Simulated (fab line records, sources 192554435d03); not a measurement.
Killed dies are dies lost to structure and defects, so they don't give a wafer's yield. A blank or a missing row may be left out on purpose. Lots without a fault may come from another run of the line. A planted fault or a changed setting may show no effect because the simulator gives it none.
One fault seen from 2 desks | flow n5_finfet | each desk has only its own numbers; what lay behind them comes last

THE TOOL OWNER'S DESK: euv_scanner-02
The tool's own readings at N5_BEOL_M0_SAQP_EXPOSE_37 (exposes mask M0 CUT1, target cd 30 nm): means of the sampled wafers that have a number, for each lot that ran on this tool. A lot is out of limits, marked OUT, if its mean lies more than 4 standard deviations from the usual mean; the brackets give that distance.
Columns: A = focus_offset_nm at N5_BEOL_M0_SAQP_EXPOSE_37, usual 0.0 nm
lot  | first seen here | A
L689 | day 6 02:08     | 0.1
L698 | day 8 08:40     | 0.0
L699 | day 8 19:05     | 0.0
L703 | day 9 13:43     | -0.2
This desk's finding: nothing out of limits on any of the 4 lots.

THE METROLOGY DESK
What the gauges read, lot by lot, whatever tool the lot ran on: means of the sampled wafers that have a number. A lot is out of limits, marked OUT, if its mean lies more than 4 standard deviations from the usual mean; the brackets give that distance. Of its 11 readings 7 are shown: the one that was out of limits first, and those that lie furthest out on some lot.
Columns: A = cd_nm at N5_BEOL_M0_SAQP_CD_MEAS_40, usual 30.05 nm; B = DIBL_N at N5_BEOL_M4_RC_MEAS_101, usual 36.5 mV/V; C = DIBL_P at N5_BEOL_M4_RC_MEAS_101, usual 36.3 mV/V; D = ION_N at N5_BEOL_M4_RC_MEAS_101, usual 676 uA/um; E = ION_P at N5_BEOL_M4_RC_MEAS_101, usual 462 uA/um; F = VT_N at N5_BEOL_M4_RC_MEAS_101, usual 249 mV; G = VT_P at N5_BEOL_M4_RC_MEAS_101, usual -250 mV
lot  | first seen here | A               | B    | C    | D   | E   | F   | G
L688 | day 5 19:12     | 30.22           | 37.3 | 37.0 | 693 | 472 | 243 | -248
L689 | day 6 02:16     | 29.77           | 36.7 | 37.9 | 679 | 452 | 251 | -255
L693 | day 7 05:29     | 29.92           | 36.2 | 33.9 | 665 | 460 | 254 | -250
L698 | day 8 08:47     | 30.10           | 37.1 | 35.8 | 673 | 454 | 249 | -255
L699 | day 8 19:13     | 26.64 (-15) OUT | 36.5 | 38.0 | 682 | 461 | 248 | -250
L701 | day 9 03:21     | 30.23           | 36.5 | 37.8 | 689 | 467 | 247 | -250
L703 | day 9 13:50     | 26.43 (-16) OUT | 34.4 | 35.0 | 667 | 460 | 252 | -252
L709 | day 11 01:10    | 30.13           | 36.7 | 36.8 | 665 | 463 | 250 | -248
L710 | day 11 09:20    | 30.09           | 37.1 | 36.2 | 682 | 469 | 248 | -248
This desk's finding: out of limits on L699, L703; first on L699, day 8 19:13 (cd_nm at N5_BEOL_M0_SAQP_CD_MEAS_40). In limits: L688, L689, L693, L698, L701, L709, L710.

PUT TOGETHER
The metrology desk could have raised an alarm at day 8 19:13, on L699, L703.
The tool owner's desk saw nothing out of limits.
The tool owner's desk has L699, L703 on record, within its limits.
Of the lots named, all ran N5_BEOL_M0_SAQP_EXPOSE_37 on euv_scanner-02.

WHAT THE SIMULATOR HAD PUT IN
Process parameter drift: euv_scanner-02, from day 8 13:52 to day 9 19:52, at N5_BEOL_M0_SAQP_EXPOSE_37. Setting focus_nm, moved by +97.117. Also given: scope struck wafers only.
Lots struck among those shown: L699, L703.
Hours from the fault's start to each desk's first reading out of limits: the metrology desk, 5.
